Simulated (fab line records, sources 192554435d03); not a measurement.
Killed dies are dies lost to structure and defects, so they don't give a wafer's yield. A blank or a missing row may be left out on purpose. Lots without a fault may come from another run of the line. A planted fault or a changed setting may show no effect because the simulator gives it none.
fab line records | flow n5_finfet | part 1 of 2: steps 1 to 25 of 30
record lots=5 wafers=15 last_day=18
route steps=1938 shown HKMG_FIN@410
lots that met no fault: from a run of the same line without faults
start_h: hours from the record's first day to the start of the lot's first wafer shown | wait_h: hours since the lot's step before | " the same as in the row above | L1.1+2: a row that stands for several wafers | - no value, or no start given | * or withheld: withheld | < > ~ a bound
route shown NAME@n: a module of which the file shows steps, and the number in the route of the first | usual: mean/standard deviation of fault-free wafers | same: alike in all rows | chamber/n: place in a boat | sites: the reading at each site | _std_site: their standard deviation | _edge_site: outer sites' mean less inner sites' | radius_mm: how far each site lies from the wafer's centre | mask NAME#n: copy n | behind: the tool/chamber that last shaped the wafer | hold: why the lot was held/for how many hours/how that ended | device: the transistor (n, p or np) that didn't switch | end of line: the same wafers' tests at the end of the route | a step without rows: its recipe alone | killed: dies lost to structure and defects at the first sort, not the wafer's yield | map: a wafer's dies, x killed, . not, _ none there
set.NAME: the setting as run; set.NAME@STEP: as run at that earlier step | model.NAME: the simulator's own value behind a step, which no gauge read
lots at some steps of the route; a table a step, a row a wafer
services: from which hour (start_h, from the record's first day; less than 0 if before it) a tool's chamber was out of use, for how many hours, and why
## steps
# step N5_HKMG_FIN_WET_ETCH_77
# recipe chemistry=dHCl mix=1:10000 temp_c=25 target=La2O3 stop_on=HfO2 target_depth_nm=2
# usual temp_c=25.00/0.11
# columns lot.wafer tool chamber start_h wait_h temp_c
L077.1 wet_bench-04 4 92.13 0.3 24.92
L077.4 " 6 " " 25.23
L077.5 " 2 " " 25.08
L081.2 wet_bench-05 2 115.00 0.3 25.00
L081.4 " 3 " " 24.94
L081.6 " 5 " " 24.82
L083.1 wet_bench-06 4 127.82 0.3 24.91
L083.4 " 1 " " 24.96
L083.6 " 3 " " 24.98
L084.2 wet_bench-04 4 131.91 0.3 25.00
L084.4 " 2 " " 24.83
L084.5 " 0 " " 24.87
L097.1 wet_bench-05 6 210.47 0.3 25.07
L097.3 " 2 " " 24.99
L097.5 " 3 " " 25.01
# step N5_HKMG_FIN_WET_ETCH_78
# recipe chemistry=dNH4OH mix=1:50 temp_c=25 target=Al2O3 stop_on=La2O3 target_depth_nm=4.5 dry=ipa_marangoni rinse_time_s=30 rinse_temp_c=23
# usual temp_c=25.02/0.11
# columns lot.wafer tool chamber start_h wait_h temp_c
L077.1 wet_bench-04 4 92.16 0.0 24.88
L077.4 " 6 " " 24.89
L077.5 " 2 " " 25.00
L081.2 wet_bench-05 2 115.03 0.0 25.06
L081.4 " 3 " " 24.92
L081.6 " 5 " " 25.24
L083.1 wet_bench-06 4 127.85 0.0 25.12
L083.4 " 1 " " 25.09
L083.6 " 3 " " 25.10
L084.2 wet_bench-04 4 131.94 0.0 24.88
L084.4 " 2 " " 25.05
L084.5 " 0 " " 25.18
L097.1 wet_bench-05 6 210.50 0.0 24.87
L097.3 " 2 " " 25.21
L097.5 " 3 " " 24.91
# step N5_HKMG_FIN_ALD_79
# recipe material=TiN target_thk_a=15 temp_c=400 ald_precursor_family=TiCl4 ald_co_reactant=NH3 pulse_time_s=1 purge_time_s=3 co_reactant_purge_time_s=2 co_reactant_pulse_time_s=2 ald_cycles=68 pressure_torr=3
# usual heater_power_w=882/65 precursor_pulse_height_rel=0.998/0.018
# same pulse_time_s=1
# columns lot.wafer tool chamber start_h wait_h heater_power_w precursor_pulse_height_rel
L077.1 ald_metal-03 2 92.23 0.0 901 0.968
L077.4 " 1 " " 864 0.967
L077.5 " 0 " " 840 0.971
L081.2 ald_metal-02 1 115.10 0.0 807 0.981
L081.4 " 3 " " 990 0.980
L081.6 " 0 " " 887 1.004
L083.1 ald_metal-03 1 127.92 0.0 862 1.029
L083.4 " 2 " " 887 0.996
L083.6 " 0 " " 822 0.971
L084.2 ald_metal-04 2 132.01 0.0 864 0.994
L084.4 " 1 " " 831 1.014
L084.5 " 2 " " 886 1.010
L097.1 ald_metal-03 2 210.57 0.0 901 1.005
L097.3 " 1 " " 848 0.989
L097.5 " 1 " " 844 1.020
# step N5_HKMG_FIN_CVD_62
# recipe material=a-Si target_thk_a=30 temp_c=500 precursor=Si2H6 pressure_torr=1 time_s=20.8
# usual heater_power_w=1473/110
# columns lot.wafer tool chamber start_h wait_h heater_power_w
L077.1 thermal_cvd_si-02 1 92.59 0.2 1553
L077.4 " 1 " " 1522
L077.5 " 0 " " 1490
L081.2 thermal_cvd_si-02 0 115.46 0.2 1503
L081.4 " 0 " " 1512
L081.6 " 1 " " 1509
L083.1 thermal_cvd_si-02 2 128.28 0.2 1540
L083.4 " 0 " " 1521
L083.6 " 1 " " 1506
L084.2 thermal_cvd_si-01 1 132.38 0.2 1295
L084.4 " 1 " " 1248
L084.5 " 2 " " 1549
L097.1 thermal_cvd_si-02 1 210.94 0.2 1525
L097.3 " 2 " " 1505
L097.5 " 2 " " 1563
# step N5_HKMG_FIN_RTA_80
# recipe temp_c=withheld time_s=2 ambient=N2 idle_temp_c=600 ramp_up_c_per_s=150 ramp_down_c_per_s=60 cool_to_c=600
# columns lot.wafer tool chamber start_h wait_h
L077.1+4+5 rtp_anneal-01 0 92.74 0.1
L081.2+4+6 rtp_anneal-01 0 115.68 0.2
L083.1+4+6 rtp_anneal-01 0 128.42 0.1
L084.2+4+5 rtp_anneal-01 0 132.62 0.2
L097.1+3+5 rtp_anneal-01 0 211.21 0.2
# step N5_HKMG_FIN_PRECLEAN_64
# recipe chemistry=dHF time_s=30 temp_c=25 dilution=withheld
# usual temp_c=25.00/0.1
# columns lot.wafer tool chamber start_h wait_h temp_c
L077.1 wet_bench-05 1 92.90 0.1 24.92
L077.4 " 2 " " 25.11
L077.5 " 3 " " 24.88
L081.2 wet_bench-06 7 115.81 0.1 24.90
L081.4 " 3 " " 24.91
L081.6 " 2 " " 25.02
L083.1 wet_bench-05 2 128.56 0.1 25.06
L083.4 " 3 " " 24.95
L083.6 " 6 " " 24.94
L084.2 wet_bench-06 0 132.76 0.1 24.94
L084.4 " 1 " " 25.19
L084.5 " 7 " " 25.10
L097.1 wet_bench-05 4 211.36 0.1 25.09
L097.3 " 0 " " 24.98
L097.5 " 1 " " 25.16
# step N5_HKMG_FIN_WET_ETCH_65
# recipe chemistry=TMAH temp_c=70 conc_wt_pct=5 target=a-Si stop_on=TiN time_s=49 target_depth_nm=3
# usual temp_c=69.99/0.12
# columns lot.wafer tool chamber start_h wait_h temp_c
L077.1 wet_bench-05 1 92.91 0.0 69.87
L077.4 " 2 " " 69.99
L077.5 " 3 " " 70.12
L081.2 wet_bench-06 7 115.82 0.0 70.01
L081.4 " 3 " " 69.83
L081.6 " 2 " " 70.04
L083.1 wet_bench-05 2 128.58 0.0 69.89
L083.4 " 3 " " 69.86
L083.6 " 6 " " 69.72
L084.2 wet_bench-06 0 132.77 0.0 69.93
L084.4 " 1 " " 69.98
L084.5 " 7 " " 70.27
L097.1 wet_bench-05 4 211.37 0.0 70.24
L097.3 " 0 " " 70.03
L097.5 " 1 " " 69.83
# step N5_HKMG_FIN_WET_ETCH_81
# recipe chemistry=SC1 target=TiN stop_on=HfO2 mix=1:1:5 temp_c=60 time_s=57 target_depth_nm=6
# usual h2o2_flow_mL_min=214.2/0.6 nh4oh_flow_mL_min=214.3/0.66 temp_c=60.01/0.11
# columns lot.wafer tool chamber start_h wait_h h2o2_flow_mL_min nh4oh_flow_mL_min temp_c
L077.1 wet_bench-05 1 92.93 0.0 214.1 214.2 59.96
L077.4 " 2 " " 214.3 214.7 59.93
L077.5 " 3 " " 214.4 215.0 60.02
L081.2 wet_bench-06 7 115.83 0.0 214.4 215.4 60.03
L081.4 " 3 " " 214.0 214.0 60.13
L081.6 " 2 " " 214.5 214.9 60.08
L083.1 wet_bench-05 2 128.59 0.0 213.5 214.7 60.01
L083.4 " 3 " " 214.4 214.2 60.04
L083.6 " 6 " " 213.1 215.0 60.10
L084.2 wet_bench-06 0 132.78 0.0 214.1 213.9 60.13
L084.4 " 1 " " 214.5 212.3 60.07
L084.5 " 7 " " 213.9 214.2 59.93
L097.1 wet_bench-05 4 211.38 0.0 214.3 214.0 60.01
L097.3 " 0 " " 214.0 214.3 60.03
L097.5 " 1 " " 214.6 215.1 60.03
# step N5_HKMG_FIN_WET_ETCH_82
# recipe chemistry=dHCl mix=1:10000 temp_c=25 target=La2O3 stop_on=HfO2 target_depth_nm=2 dry=ipa_marangoni rinse_time_s=30 rinse_temp_c=23
# usual temp_c=25.00/0.11
# columns lot.wafer tool chamber start_h wait_h temp_c
L077.1 wet_bench-05 1 92.96 0.0 25.02
L077.4 " 2 " " 25.13
L077.5 " 3 " " 24.97
L081.2 wet_bench-06 7 115.87 0.0 24.88
L081.4 " 3 " " 25.00
L081.6 " 2 " " 24.87
L083.1 wet_bench-05 2 128.62 0.0 25.17
L083.4 " 3 " " 24.92
L083.6 " 6 " " 24.85
L084.2 wet_bench-06 0 132.81 0.0 25.21
L084.4 " 1 " " 24.82
L084.5 " 7 " " 25.10
L097.1 wet_bench-05 4 211.42 0.0 24.73
L097.3 " 0 " " 25.20
L097.5 " 1 " " 24.76
# step N5_HKMG_FIN_ALD_36
# recipe material=TiN target_thk_a=10 temp_c=400 ald_precursor_family=TiCl4 ald_co_reactant=NH3 pulse_time_s=1 purge_time_s=3 co_reactant_purge_time_s=2 co_reactant_pulse_time_s=2 ald_cycles=47 pressure_torr=3
# usual heater_power_w=881/67 precursor_pulse_height_rel=0.998/0.02
# same pulse_time_s=1
# columns lot.wafer tool chamber start_h wait_h heater_power_w precursor_pulse_height_rel
L077.1 ald_metal-03 1 93.02 0.0 878 0.993
L077.4 " 3 " " 858 0.973
L077.5 " 2 " " 881 1.013
L081.2 ald_metal-02 3 115.93 0.0 1005 1.046
L081.4 " 0 " " 899 0.973
L081.6 " 0 " " 918 1.004
L083.1 ald_metal-02 2 128.68 0.0 858 0.998
L083.4 " 0 " " 919 1.025
L083.6 " 2 " " 852 0.941
L084.2 ald_metal-03 0 132.87 0.0 847 0.981
L084.4 " 1 " " 879 0.999
L084.5 " 3 " " 849 1.008
L097.1 ald_metal-04 2 211.48 0.0 877 0.996
L097.3 " 3 " " 1004 1.004
L097.5 " 0 " " 879 0.998
# step N5_HKMG_FIN_THK_MEAS_70
# recipe thk_meas_gauge=xrf reads=HfO2_of_HKMG_FIN_HK_ALD_01
# usual HK_THK=1.600/0.02
# columns lot.wafer tool chamber start_h wait_h HK_THK[nm]
L077.1 film_metro-02 - 93.30 0.2 1.617
L077.4 " - " " 1.575
L077.5 " - " " 1.592
L081.2 film_metro-02 - 116.21 0.2 1.580
L081.4 " - " " 1.559
L081.6 " - " " 1.543
L083.1 film_metro-02 - 128.96 0.2 1.625
L083.4 " - " " 1.621
L083.6 " - " " 1.607
L084.2 film_metro-02 - 133.16 0.2 1.592
L084.4 " - " " 1.604
L084.5 " - " " 1.607
L097.1 film_metro-01 - 211.76 0.2 1.597
L097.3 " - " " 1.599
L097.5 " - " " 1.618
# step N5_HKMG_FIN_PWFM_ALD_03
# recipe material=TiN target_thk_a=20 temp_c=400 ald_precursor_family=TiCl4 ald_co_reactant=NH3 pulse_time_s=1 purge_time_s=3 co_reactant_purge_time_s=2 co_reactant_pulse_time_s=2 ald_cycles=91 pressure_torr=3
# usual heater_power_w=885/69 precursor_pulse_height_rel=0.999/0.02
# same pulse_time_s=1
# columns lot.wafer tool chamber start_h wait_h heater_power_w precursor_pulse_height_rel
L077.1 ald_metal-04 2 93.34 0.0 884 0.958
L077.4 " 3 " " 1012 0.989
L077.5 " 3 " " 1010 0.959
L081.2 ald_metal-04 0 116.24 0.0 873 1.008
L081.4 " 3 " " 992 0.992
L081.6 " 2 " " 873 0.998
L083.1 ald_metal-04 3 129.00 0.0 1015 1.008
L083.4 " 2 " " 880 0.998
L083.6 " 2 " " 890 0.984
L084.2 ald_metal-04 3 133.19 0.0 1024 0.985
L084.4 " 0 " " 869 0.978
L084.5 " 3 " " 1008 0.997
L097.1 ald_metal-03 3 211.79 0.0 841 1.018
L097.3 " 2 " " 900 1.040
L097.5 " 1 " " 870 1.017
# step N5_HKMG_FIN_COAT_29
# recipe resist=SOC temp_c=250 time_s=60 spin_rpm=1500 resist_thk_nm=300
# columns lot.wafer tool chamber start_h wait_h
L077.1+4+5 litho_track-02 0 93.81 0.2
L081.2+4+6 litho_track-02 0 116.72 0.2
L083.1+4+6 litho_track-04 0 129.47 0.2
L084.2+4+5 litho_track-04 0 133.66 0.2
L097.1+3+5 litho_track-03 0 212.26 0.2
# step N5_HKMG_FIN_COAT_30
# recipe resist=SiARC temp_c=220 time_s=60 spin_rpm=1500 resist_thk_nm=35
# columns lot.wafer tool chamber start_h wait_h
L077.1+4+5 litho_track-02 0 - -
L081.2+4+6 litho_track-02 0 - -
L083.1+4+6 litho_track-04 0 - -
L084.2+4+5 litho_track-04 0 - -
L097.1+3+5 litho_track-03 0 - -
# step N5_HKMG_FIN_COAT_06
# recipe resist=CAR-ArF spin_rpm=1500 resist_thk_nm=90
# columns lot.wafer tool chamber start_h wait_h
L077.1+4+5 litho_track-02 0 - -
L081.2+4+6 litho_track-02 0 - -
L083.1+4+6 litho_track-04 0 - -
L084.2+4+5 litho_track-04 0 - -
L097.1+3+5 litho_track-03 0 - -
# step N5_HKMG_FIN_EBR_08
# recipe solvent=PGMEA ebr_width_mm=1.5
# columns lot.wafer tool chamber start_h wait_h
L077.1+4+5 litho_track-02 0 - -
L081.2+4+6 litho_track-02 0 - -
L083.1+4+6 litho_track-04 0 - -
L084.2+4+5 litho_track-04 0 - -
L097.1+3+5 litho_track-03 0 - -
# step N5_HKMG_FIN_SOFTBAKE_07
# recipe temp_c=110 time_s=60 resist=CAR-ArF
# columns lot.wafer tool chamber start_h wait_h
L077.1+4+5 litho_track-02 0 - -
L081.2+4+6 litho_track-02 0 - -
L083.1+4+6 litho_track-04 0 - -
L084.2+4+5 litho_track-04 0 - -
L097.1+3+5 litho_track-03 0 - -
# step N5_HKMG_FIN_EXPOSE_09
# recipe mask_id=NWFM na=1.35 source_shape=conventional sigma_outer=0.8 polarization=unpolarized dose_mj=39.25
# columns lot.wafer tool chamber start_h wait_h mask
L077.1+4+5 arfi_scanner-01 0 93.92 - NWFM#0
L081.2+4+6 arfi_scanner-02 0 116.96 - NWFM#0
L083.1+4+6 arfi_scanner-01 0 129.71 - NWFM#0
L084.2+4+5 arfi_scanner-02 0 133.91 - NWFM#0
L097.1+3+5 arfi_scanner-02 0 212.38 - NWFM#0
# step N5_HKMG_FIN_PEB_10
# recipe peb_temp_c=withheld peb_time_s=60 resist=CAR-ArF
# columns lot.wafer tool chamber start_h wait_h
L077.1+4+5 litho_track-03 0 93.98 0.1
L081.2+4+6 litho_track-04 0 117.02 0.0
L083.1+4+6 litho_track-02 0 129.77 0.1
L084.2+4+5 litho_track-03 0 133.96 0.0
L097.1+3+5 litho_track-04 0 212.44 0.1
# step N5_HKMG_FIN_DEVELOP_11
# recipe develop_time_s=30 developer=TMAH resist=CAR-ArF dev_temp_c=23 rinse_liquid=diw dry=air_spin
# same develop_time_s=30
# columns lot.wafer tool chamber start_h wait_h
L077.1+4+5 litho_track-03 0 - -
L081.2+4+6 litho_track-04 0 - -
L083.1+4+6 litho_track-02 0 - -
L084.2+4+5 litho_track-03 0 - -
L097.1+3+5 litho_track-04 0 - -
# step N5_HKMG_FIN_CD_MEAS_12
# recipe target_cd_nm=92.8 landing_energy_ev=500 detector=se_inlens
# usual cd_nm=92.5/0.6
# same landing_energy_ev=500
# columns lot.wafer tool chamber start_h wait_h cd_nm
L077.1 cd_sem-02 0 94.05 - 93.3
L077.4 " 0 " " 93.3
L077.5 " 0 " " 92.4
L081.2 cd_sem-01 0 117.08 - 92.1
L081.4 " 0 " " 92.0
L081.6 " 0 " " 92.2
L083.1 cd_sem-01 0 129.84 - 92.4
L083.4 " 0 " " 92.3
L083.6 " 0 " " 92.5
L084.2 cd_sem-02 0 134.03 - 92.3
L084.4 " 0 " " 92.4
L084.5 " 0 " " 92.5
L097.1 cd_sem-02 0 212.50 - 92.5
L097.3 " 0 " " 92.6
L097.5 " 0 " " 91.6
# step N5_HKMG_FIN_OVL_MEAS_13
# recipe points_per_wafer=44
# usual NWFM_OVL=0.1/0.72
# columns lot.wafer tool chamber start_h wait_h NWFM_OVL[nm]
L077.1 overlay-02 0 94.08 0.0 0.6
L077.4 " 0 " " -0.1
L077.5 " 0 " " 0.5
L081.2 overlay-01 0 117.11 0.0 0.5
L081.4 " 0 " " 1.0
L081.6 " 0 " " 0.6
L083.1 overlay-01 0 129.87 0.0 -0.9
L083.4 " 0 " " -0.3
L083.6 " 0 " " 0.0
L084.2 overlay-01 0 134.06 0.0 0.3
L084.4 " 0 " " 0.2
L084.5 " 0 " " 1.1
L097.1 overlay-02 0 212.53 0.0 0.5
L097.3 " 0 " " 0.2
L097.5 " 0 " " -0.7
# step N5_HKMG_FIN_INSPECT_14
# recipe mode=adi inspect_instrument=macro
# usual raw_defect_count=2.0/1.4
# columns lot.wafer tool chamber start_h wait_h raw_defect_count
L077.1 defect_inspect-02 - 94.10 0.0 2
L077.4 " - " " 0
L077.5 " - " " 1
L081.2 defect_inspect-02 - 117.14 0.0 3
L081.4 " - " " 1
L081.6 " - " " 3
L083.1 defect_inspect-01 - 129.89 0.0 5
L083.4 " - " " 2
L083.6 " - " " 3
L084.2 defect_inspect-01 - 134.08 0.0 3
L084.4 " - " " 4
L084.5 " - " " 0
L097.1 defect_inspect-01 - 212.56 0.0 1
L097.3 " - " " 5
L097.5 " - " " 3
# step N5_HKMG_FIN_DESCUM_17
# recipe chemistry=O2 time_s=7.9 source_power_w=50 bias_power_w=20 pressure_mtorr=20 rf_frequency_hz=2.712e+07 temp_c=40 resist=CAR-ArF o2_flow_sccm=225
# usual drypump_motor_current_A=5.8/0.39 oes_product_au=0.78/0.091 rf_vpp_V=243.2/1.6 showerhead_plenum_p_Torr=2.10/0.083 temp_c=39.99/0.12 throttle_valve_pct=20.35/0.24
# columns lot.wafer tool chamber start_h wait_h drypump_motor_current_A oes_product_au rf_hours_counter_h rf_vpp_V showerhead_plenum_p_Torr temp_c throttle_valve_pct
L077.1 rie_diel-04 2 94.16 0.1 5.5 0.74 151 241.3 2.03 40.15 20.50
L077.4 " 0 " " 6.4 0.73 208 244.2 2.16 40.12 21.00
L077.5 " 2 " " 5.5 0.75 - 241.3 2.03 40.17 20.51
L081.2 rie_diel-05 3 117.17 0.0 5.7 0.70 197 241.6 2.09 40.13 20.45
L081.4 " 0 " " 6.6 0.83 - 244.5 2.20 39.98 20.39
L081.6 " 3 " " 5.7 0.70 - 243.0 2.09 39.93 20.45
L083.1 rie_diel-05 1 130.08 0.2 5.6 0.72 189 242.8 1.97 40.06 20.24
L083.4 " 0 " " 6.6 0.82 88 244.1 2.20 39.99 20.42
L083.6 " 0 " " 6.6 0.82 - 244.9 2.20 39.89 20.41
L084.2 rie_diel-05 0 134.12 0.0 6.6 0.82 89 245.2 2.20 40.12 20.40
L084.4 " 1 " " 5.6 0.71 190 241.4 1.97 40.16 20.21
L084.5 " 1 " " 5.6 0.72 - 241.5 1.97 40.05 20.23
L097.1 rie_diel-04 1 212.66 0.1 6.1 0.83 76 244.1 2.11 40.02 20.18
L097.3 " 3 " " 5.7 0.93 7 244.1 2.16 39.96 20.40
L097.5 " 2 " " 5.5 0.70 - 241.9 2.01 39.99 20.56
# step N5_HKMG_FIN_ETCH_31
# recipe chemistry=CF4 target=SiARC target_depth_a=455 mask_material=CAR-ArF time_s=75.8 ion_energy_ev=80 pressure_mtorr=40 source_w=545 bias_w=36 Ar_flow_sccm=100 cf4_flow_sccm=100 ends=cleared
# usual drypump_motor_current_A=5.8/0.39 etch_rf_on_time_s=76.5/1.6 oes_product_au=0.66/0.078 rf_vpp_V=184.1/1.2 showerhead_plenum_p_Torr=2.15/0.082 throttle_valve_pct=15.57/0.21
# columns lot.wafer tool chamber start_h wait_h drypump_motor_current_A etch_rf_on_time_s oes_product_au rf_hours_counter_h rf_vpp_V showerhead_plenum_p_Torr throttle_valve_pct
L077.1 rie_diel-04 2 94.19 0.0 5.5 76.1 0.64 151 183.9 2.07 15.58
L077.4 " 0 " " 6.4 75.6 0.63 208 185.3 2.21 16.19
L077.5 " 2 " " 5.4 76.2 0.64 - 185.2 2.07 15.59
L081.2 rie_diel-05 3 117.21 0.0 5.7 75.0 0.61 197 182.1 2.12 15.60
L081.4 " 0 " " 6.6 77.8 0.70 - 185.0 2.26 15.65
L081.6 " 3 " " 5.7 75.3 0.61 - 183.4 2.12 15.59
L083.1 rie_diel-05 1 130.12 0.0 5.6 78.4 0.60 189 182.8 2.04 15.57
L083.4 " 0 " " 6.6 77.7 0.69 88 185.7 2.26 15.66
L083.6 " 0 " " 6.6 77.2 0.71 - 185.0 2.26 15.67
L084.2 rie_diel-05 0 134.15 0.0 6.6 77.4 0.70 89 185.6 2.26 15.65
L084.4 " 1 " " 5.6 78.2 0.60 190 183.8 2.04 15.58
L084.5 " 1 " " 5.6 78.7 0.60 - 182.4 2.04 15.57
L097.1 rie_diel-04 1 212.69 0.0 6.1 73.7 0.72 76 183.9 2.16 15.38
L097.3 " 3 " " 5.7 73.6 0.81 7 184.6 2.18 15.36
L097.5 " 2 " " 5.5 76.9 0.61 - 181.5 2.05 15.67
